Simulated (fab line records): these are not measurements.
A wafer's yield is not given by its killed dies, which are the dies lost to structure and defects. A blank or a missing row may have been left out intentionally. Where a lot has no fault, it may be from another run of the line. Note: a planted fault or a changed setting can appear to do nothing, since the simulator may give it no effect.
fab line records | flow n5_finfet
[record] lots = 7 wafers = 21
route steps=1938 shown BEOL_M14@1742 MIM_BOT@1833 MIM_TOP_LITHO@1843 PASS1_CAP@1874 PASSIVATION@1930
start_h: hours from the record's opening day to when the first of the lot's shown wafers began | wait_h: hours from the lot's prior step to this one | " same as the row above | L1.1+2: one row covering several wafers at once | - value missing, or start not given | * or withheld: withheld | < > ~ a bound
route shown NAME@n: names a module that has steps shown in the file, with the first one's number in the route | usual: average and standard deviation across the fault-free wafers | same: alike in all rows | chamber/n: place in a boat | sites: readings site by site | _std_site: their standard deviation | _edge_site: inner sites' mean taken away from outer sites' mean | radius_mm: how far each site lies from the wafer's centre | mask NAME#n: copy n | behind: the most recent tool/chamber to have shaped the wafer | hold: what put the lot on hold/how long, in hours/how the hold closed | device: whichever transistor did not switch (one of n, p or np) | end of line: the tests these same wafers got at the end of their route | a step without rows: its recipe alone | killed: at the first sort, the dies lost to defects and structure; wafer yield is something else | map: a wafer's dies, marking killed ones x, the rest . and places with no die _
set.NAME: the setting the step ran with; set.NAME@STEP: the setting that earlier step ran with | model.NAME: the simulator's own value behind a step, which no gauge read
lots whose settings were changed on purpose; a table a step, a row a wafer
[[steps]]
[step N5_BEOL_M14_EXPOSE_25]
[recipe] mask_id = M14 na = 0.8 source_shape = annular sigma_inner = 0.5 sigma_outer = 0.8 polarization = unpolarized target_cd_nm = 280 dose_mj = 26.6
// columns lot.wafer tool chamber start_h wait_h mask set.dose_mj
L077.3 krf_scanner-01 0 287.96 - M14#0 25.75
L077.5+6 " 0 " " M14#0 26.6
L079.4+5+6 krf_scanner-01 0 288.05 - M14#0 26.6
L080.4+5+6 krf_scanner-01 0 296.06 - M14#0 26.6
L084.2+3+6 krf_scanner-02 0 323.58 - M14#0 26.6
L085.2 krf_scanner-01 0 350.50 - M14#0 26.6
L085.3+5 " 0 " " M14#0 24.7
L087.1+3 krf_scanner-02 0 356.41 - M14#0 25.87
L087.6 " 0 " " M14#0 26.6
L097.1+3+5 krf_scanner-01 0 421.88 - M14#0 26.6
[step N5_BEOL_M14_PEB_26]
[recipe] peb_temp_c = 130 peb_time_s = 90
[step N5_BEOL_M14_DEVELOP_27]
[recipe] develop_time_s = 45 rinse_liquid = diw dry = air_spin dev_temp_c = 21
[step N5_BEOL_M14_HARDBAKE_32]
[recipe] temp_c = 130 time_s = 120
[step N5_BEOL_M14_CD_MEAS_28]
[recipe] target_cd_nm = 284.4 landing_energy_ev = 500 detector = se_inlens
[usual] cd_nm = 283.9/2.6
// columns lot.wafer tool chamber start_h wait_h set.dose_mj@BEOL_M14_EXPOSE_25 cd_nm
L077.3 cd_sem-02 0 288.12 - 25.75 280.3
L077.5 " 0 " " 26.6 283.2
L077.6 " 0 " " 26.6 284.1
L079.4 cd_sem-01 0 288.21 - 26.6 281.5
L079.5 " 0 " " 26.6 282.5
L079.6 " 0 " " 26.6 282.6
L080.4 cd_sem-02 0 296.22 - 26.6 283.2
L080.5 " 0 " " 26.6 284.4
L080.6 " 0 " " 26.6 282.2
L084.2 cd_sem-01 0 323.74 - 26.6 281.3
L084.3 " 0 " " 26.6 281.7
L084.6 " 0 " " 26.6 283.5
L085.2 cd_sem-02 0 350.67 - 26.6 287.1
L085.3 " 0 " " 24.7 275.8
L085.5 " 0 " " 24.7 270.9
L087.1 cd_sem-03 0 356.58 - 25.87 278.4
L087.3 " 0 " " 25.87 280.6
L087.6 " 0 " " 26.6 283.1
L097.1 cd_sem-03 0 422.05 - 26.6 282.8
L097.3 " 0 " " 26.6 281.0
L097.5 " 0 " " 26.6 281.3
[step N5_BEOL_M14_DESCUM_33]
[recipe] chemistry = O2 time_s = 7.9 source_power_w = 50 bias_power_w = 20 pressure_mtorr = 20 rf_frequency_hz = 2.712e+07 temp_c = 40 o2_flow_sccm = 225
// columns lot.wafer tool chamber start_h wait_h set.dose_mj@BEOL_M14_EXPOSE_25 model.BEOL_M14.cd_nm
L077.3 rie_diel-06 3 288.40 0.2 25.75 280.4
L077.5 " 1 " " 26.6 283.2
L077.6 " 2 " " 26.6 283.8
L079.4 rie_diel-02 1 288.62 0.3 26.6 281.4
L079.5+6 " 1,2 " " 26.6 282.6
L080.4 rie_diel-05 2 296.32 0.0 26.6 283.2
L080.5 " 1 " " 26.6 284.8
L080.6 " 0 " " 26.6 282
L084.2 rie_diel-05 1 323.83 0.0 26.6 281.2
L084.3 " 2 " " 26.6 281.6
L084.6 " 2 " " 26.6 283.6
L085.2 rie_diel-02 1 350.76 0.0 26.6 286.8
L085.3 " 0 " " 24.7 275.8
L085.5 " 3 " " 24.7 271.2
L087.1 rie_diel-05 1 356.67 0.0 25.87 278.6
L087.3 " 2 " " 25.87 280.4
L087.6 " 0 " " 26.6 282.6
L097.1 rie_diel-06 1 422.14 0.0 26.6 283
L097.3 " 0 " " 26.6 281.2
L097.5 " 2 " " 26.6 280.8
[step N5_BEOL_M14_ETCH_67]
[recipe] chemistry = CF4 target = SiARC target_depth_a = 1430 time_s = 238.3 ion_energy_ev = 80 pressure_mtorr = 40 source_w = 545 bias_w = 36 Ar_flow_sccm = 100 cf4_flow_sccm = 100 ends = cleared
// columns lot.wafer tool chamber start_h wait_h set.dose_mj@BEOL_M14_EXPOSE_25 model.BEOL_M14.cd_nm
L077.3 rie_diel-06 3 288.43 0.0 25.75 276.6
L077.5 " 1 " " 26.6 279
L077.6 " 2 " " 26.6 280.6
L079.4 rie_diel-02 1 288.72 0.1 26.6 276.8
L079.5 " 1 " " 26.6 278
L079.6 " 2 " " 26.6 278.8
L080.4 rie_diel-05 2 296.42 0.1 26.6 278.4
L080.5 " 1 " " 26.6 281
L080.6 " 0 " " 26.6 277.6
L084.2 rie_diel-05 1 323.87 0.0 26.6 277.6
L084.3 " 2 " " 26.6 276.2
L084.6 " 2 " " 26.6 277.8
L085.2 rie_diel-02 1 350.79 0.0 26.6 283
L085.3 " 0 " " 24.7 271
L085.5 " 3 " " 24.7 266.4
L087.1 rie_diel-05 1 356.70 0.0 25.87 275
L087.3 " 2 " " 25.87 275.4
L087.6 " 0 " " 26.6 277.6
L097.1 rie_diel-06 1 422.17 0.0 26.6 278.4
L097.3 " 0 " " 26.6 276.6
L097.5 " 2 " " 26.6 276.4
[step N5_BEOL_M14_TRENCH_ETCH_34]
[recipe] chemistry = C4F8/O2/Ar target = SiO2 target_depth_a = 5566.5 mask_material = SOC he_inner_torr = 15 he_outer_torr = 30 time_s = 126.9 ion_energy_ev = 800 pressure_mtorr = 20 source_w = 1905 bias_w = 2040 Ar_flow_sccm = 400 C4F8_flow_sccm = 16 O2_flow_sccm = 12
[usual] rf_vpp_V = 2199/49
// columns lot.wafer tool chamber start_h wait_h set.bias_w rf_vpp_V
L077.3 rie_diel-06 3 288.85 0.0 2040 2244
L077.5 " 1 " " 2040 2224
L077.6 " 2 " " 2040 2244
L079.4 rie_diel-02 1 289.34 0.1 2040 2219
L079.5 " 1 " " 2040 2219
L079.6 " 2 " " 2040 2198
L080.4 rie_diel-05 2 296.82 0.1 2040 2113
L080.5 " 1 " " 2040 2177
L080.6 " 0 " " 2040 2148
L084.2 rie_diel-05 2 324.42 0.0 2040 2112
L084.3 " 0 " " 2040 2149
L084.6 " 2 " " 2040 2112
L085.2 rie_diel-02 1 351.21 0.0 2040 2220
L085.3 " 0 " " 2242 2427
L085.5 " 3 " " 2040 2131
L087.1 rie_diel-05 1 357.12 0.0 2040 2176
L087.3 " 2 " " 1729 1875
L087.6 " 0 " " 1729 1909
L097.1 rie_diel-06 1 422.59 0.0 1812 2044
L097.3 " 0 " " 1812 1981
L097.5 " 2 " " 1812 2062
[step N5_MIM_BOT_SPUTTER_00]
[recipe] material = TiN target_thk_a = 350 temp_c = 200 power_w = 3000 chamber_pressure_pa = 0.49996 gas = Ar reactive_partial_pa = 0.37997 time_s = 89.7
// columns lot.wafer tool chamber start_h wait_h set.time_s model.TiN_of_MIM_BOT_SPUTTER_00.thk_nm
L079.4 pvd_sputter-01 - 301.30 0.0 89.7 35.8
L079.5 " - " " 89.7 36.2
L079.6 " - " " 89.7 35.4
L077.3 pvd_sputter-02 - 310.62 0.0 85.29 32.8
L077.5 " - " " 85.29 32.2
L077.6 " - " " 85.29 33.2
L080.4 pvd_sputter-01 - 314.27 0.0 89.7 35.4
L080.5 " - " " 89.7 35.2
L080.6 " - " " 89.7 35.6
L084.2 pvd_sputter-01 - 339.10 0.0 99.94 39.4
L084.3 " - " " 89.7 35.4
L084.6 " - " " 99.94 38.8
L085.2 pvd_sputter-03 - 366.51 0.0 89.7 35
L085.3 " - " " 89.7 35.8
L085.5 " - " " 89.7 35.6
L087.1 pvd_sputter-02 - 375.36 0.0 89.7 34.6
L087.3 " - " " 89.7 35.8
L087.6 " - " " 101 40.2
L097.1 pvd_sputter-02 - 434.10 0.0 79.72 31.2
L097.3 " - " " 89.7 36
L097.5 " - " " 89.7 34.4
[step N5_MIM_TOP_LITHO_EXPOSE_05]
[recipe] mask_id = MIM_TOP na = 0.55 source_shape = conventional sigma_outer = 0.8 polarization = unpolarized target_cd_nm = 2000 dose_mj = 20.5
// columns lot.wafer tool chamber start_h wait_h mask set.dose_mj
L079.4+5+6 krf_scanner-01 0 302.82 - MIM_TOP#0 20.5
L077.3+6 krf_scanner-01 0 312.17 - MIM_TOP#0 19.02
L077.5 " 0 " " MIM_TOP#0 20.5
L080.4 krf_scanner-02 0 315.24 - MIM_TOP#0 21.66
L080.5+6 " 0 " " MIM_TOP#0 20.5
L084.2+3 krf_scanner-02 0 340.32 - MIM_TOP#0 20.11
L084.6 " 0 " " MIM_TOP#0 20.5
L085.2+3+5 krf_scanner-02 0 368.33 - MIM_TOP#0 20.5
L087.1+3+6 krf_scanner-01 0 376.71 - MIM_TOP#0 20.5
L097.1 krf_scanner-02 0 437.48 - MIM_TOP#0 19.05
L097.3+5 " 0 " " MIM_TOP#0 20.5
[step N5_MIM_TOP_LITHO_PEB_06]
[recipe] peb_temp_c = withheld peb_time_s = *
[step N5_MIM_TOP_LITHO_DEVELOP_07]
[recipe] develop_time_s = 60 rinse_liquid = diw dry = air_spin dev_temp_c = 21
[step N5_MIM_TOP_LITHO_HARDBAKE_09]
[recipe] temp_c = 130 time_s = 120
[step N5_MIM_TOP_LITHO_CD_MEAS_08]
[recipe] target_cd_nm = 2000 landing_energy_ev = 500 detector = se_inlens
[usual] cd_nm = 2000.2/2.2
// columns lot.wafer tool chamber start_h wait_h set.dose_mj@MIM_TOP_LITHO_EXPOSE_05 cd_nm
L079.4 cd_sem-02 0 302.98 - 20.5 2004.4
L079.5 " 0 " " 20.5 2004.8
L079.6 " 0 " " 20.5 2001.3
L077.3 cd_sem-01 0 312.34 - 19.02 2011.6
L077.5 " 0 " " 20.5 1997.9
L077.6 " 0 " " 19.02 2013.7
L080.4 cd_sem-01 0 315.40 - 21.66 1988.3
L080.5 " 0 " " 20.5 2000.1
L080.6 " 0 " " 20.5 1998.9
L084.2 cd_sem-02 0 340.50 - 20.11 2004.8
L084.3 " 0 " " 20.11 2006.2
L084.6 " 0 " " 20.5 2001.4
L085.2 cd_sem-03 0 368.51 - 20.5 2001.1
L085.3 " 0 " " 20.5 1999.9
L085.5 " 0 " " 20.5 2005.5
L087.1 cd_sem-02 0 376.89 - 20.5 2000.9
L087.3 " 0 " " 20.5 2001.5
L087.6 " 0 " " 20.5 1999.5
L097.1 cd_sem-02 0 437.65 - 19.05 2014.9
L097.3 " 0 " " 20.5 2001.7
L097.5 " 0 " " 20.5 2000.5
[step N5_MIM_TOP_LITHO_DESCUM_10]
[recipe] chemistry = O2 time_s = 7.9 source_power_w = 50 bias_power_w = 20 pressure_mtorr = 20 rf_frequency_hz = 2.712e+07 temp_c = 40 o2_flow_sccm = 225
// columns lot.wafer tool chamber start_h wait_h set.dose_mj@MIM_TOP_LITHO_EXPOSE_05 model.MIM_TOP_LITHO.cd_nm
L079.4 rie_diel-02 0 303.10 0.1 20.5 2004
L079.5 " 1 " " 20.5 2005
L079.6 " 2 " " 20.5 2001
L077.3 rie_diel-06 3 312.42 0.0 19.02 2011
L077.5 " 2 " " 20.5 1998
L077.6 " 1 " " 19.02 2014
L080.4 rie_diel-02 3 315.48 0.0 21.66 1988
L080.5 " 2 " " 20.5 2000
L080.6 " 3 " " 20.5 1999
L084.2 rie_diel-05 2 340.58 0.0 20.11 2005
L084.3 " 1 " " 20.11 2006
L084.6 " 1 " " 20.5 2001
L085.2 rie_diel-02 0 368.59 0.0 20.5 -
L085.3 " 3 " " 20.5 2000
L085.5 " 0 " " 20.5 2005
L087.1 rie_diel-06 0 377.25 0.3 20.5 -
L087.3 " 2 " " 20.5 2002
L087.6 " 2 " " 20.5 1999
L097.1 rie_diel-05 1 437.93 0.2 19.05 2015
L097.3 " 3 " " 20.5 2002
L097.5 " 2 " " 20.5 2000
[step N5_PASSIVATION_PECVD_01]
[recipe] material = SiNx target_thk_a = 2000 temp_c = 400 precursor = SiH4/NH3/N2 pressure_torr = 4.9 rf_w = 1406 time_s = 43.2
// columns lot.wafer tool chamber start_h wait_h set.time_s model.SiNx_of_PASSIVATION_PECVD_01.thk_nm
L079.4 pecvd-01 1 304.87 0.0 43.2 200.4
L079.5 " 0 " " 43.2 202.4
L079.6 " 2 " " 43.2 203.6
L077.3 pecvd-03 2 314.12 0.0 46.87 213.4
L077.5 " 2 " " 43.2 198.6
L077.6 " 1 " " 43.2 203
L080.4 pecvd-01 1 317.37 0.0 48.11 220.8
L080.5 " 0 " " 48.11 227
L080.6 " 2 " " 43.2 201.2
L084.2 pecvd-03 1 342.39 0.0 43.2 199.2
L084.3 " 2 " " 37.06 166.2
L084.6 " 0 " " 43.2 202.2
L085.2 pecvd-01 0 370.38 0.0 43.2 199.8
L085.3 " 1 " " 43.2 197.8
L085.5 " 2 " " 43.2 205.6
L087.1 pecvd-04 2 379.43 0.0 43.2 196.4
L087.3 " 0 " " 45.53 209.6
L087.6 " 1 " " 43.2 200.6
L097.1 pecvd-04 0 439.81 0.0 43.2 199.2
L097.3 " 2 " " 43.2 196.4
L097.5 " 1 " " 40.88 186.8
[step N5_PASSIVATION_ETCH_54]
[recipe] chemistry = CHF3/O2 target = SiO2 target_depth_a = 8800 CHF3_flow_sccm = 50 O2_flow_sccm = 5 Ar_flow_sccm = 200 time_s = 440 mask_material = PR pressure_mtorr = 30 source_w = 650 bias_w = 170 ion_energy_ev = 200
// columns lot.wafer tool chamber start_h wait_h set.time_s model.etch.depth_nm model.PASSIVATION.feature_depth_nm
L079.4 rie_diel-05 2 309.29 0.1 440 855.1 855.2
L079.5 " 1 " " 440 849.5 849.4
L079.6 " 0 " " 440 884.4 884.4
L077.3 rie_diel-06 2 321.89 0.1 440 904.8 904.8
L077.5 " 1 " " 386.2 784.4 784.4
L077.6 " 0 " " 386.2 750.2 750.2
L080.4 rie_diel-02 3 322.67 0.1 440 895.5 895.6
L080.5 " 1 " " 356.1 707.5 707.6
L080.6 " 0 " " 440 865.3 865.4
L084.2 rie_diel-02 2 348.81 0.1 388 800.2 800.2
L084.3 " 1 " " 440 858.8 858.8
L084.6 " 3 " " 388 772.5 772.4
L085.2 rie_diel-02 2 378.01 0.1 440 928.3 928.4
L085.3 " 0 " " 521.3 1021 1021
L085.5 " 3 " " 521.3 1053 1053
L087.1 rie_diel-05 0 387.25 0.2 440 876.3 876.4
L087.3 " 1 " " 371 708.2 708.2
L087.6 " 0 " " 371 735.7 735.6
L097.1 rie_diel-02 1 446.89 0.1 473.2 924.6 924.6
L097.3 " 3 " " 473.2 937 937
L097.5 " 3 " " 440 866 866
[[key]]
[split] step = N5_BEOL_M14_EXPOSE_25 setting = dose_mj stated = 26.6 by = wafer
[response] step = N5_BEOL_M14_CD_MEAS_28 reading = cd_nm change = +1.72 per = 1% r = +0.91
[response] step = N5_BEOL_M14_DESCUM_33 reading = model.BEOL_M14.cd_nm change = +1.65 per = 1% r = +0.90
[response] step = N5_BEOL_M14_ETCH_67 reading = model.BEOL_M14.cd_nm change = +1.73 per = 1% r = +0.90
[split] step = N5_BEOL_M14_TRENCH_ETCH_34 setting = bias_w stated = 2040 by = wafer
[response] step = N5_BEOL_M14_TRENCH_ETCH_34 reading = rf_vpp_V change = +20.7 per = 1% r = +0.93
[split] step = N5_MIM_BOT_SPUTTER_00 setting = time_s stated = 89.7 by = wafer
[response] step = N5_MIM_BOT_SPUTTER_00 reading = model.TiN_of_MIM_BOT_SPUTTER_00.thk_nm change = +0.363 per = 1% r = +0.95
[split] step = N5_MIM_TOP_LITHO_EXPOSE_05 setting = dose_mj stated = 20.5 by = wafer
[response] step = N5_MIM_TOP_LITHO_CD_MEAS_08 reading = cd_nm change = -1.99 per = 1% r = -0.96
[response] step = N5_MIM_TOP_LITHO_DESCUM_10 reading = model.MIM_TOP_LITHO.cd_nm change = -2.05 per = 1% r = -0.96
[split] step = N5_PASSIVATION_PECVD_01 setting = time_s stated = 43.2 by = wafer
[response] step = N5_PASSIVATION_PECVD_01 reading = model.SiNx_of_PASSIVATION_PECVD_01.thk_nm change = +2.11 per = 1% r = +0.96
[split] step = N5_PASSIVATION_ETCH_54 setting = time_s stated = 440 by = wafer
[response] step = N5_PASSIVATION_ETCH_54 reading = model.etch.depth_nm change = +8.29 per = 1% r = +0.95
[response] step = N5_PASSIVATION_ETCH_54 reading = model.PASSIVATION.feature_depth_nm change = +8.29 per = 1% r = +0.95
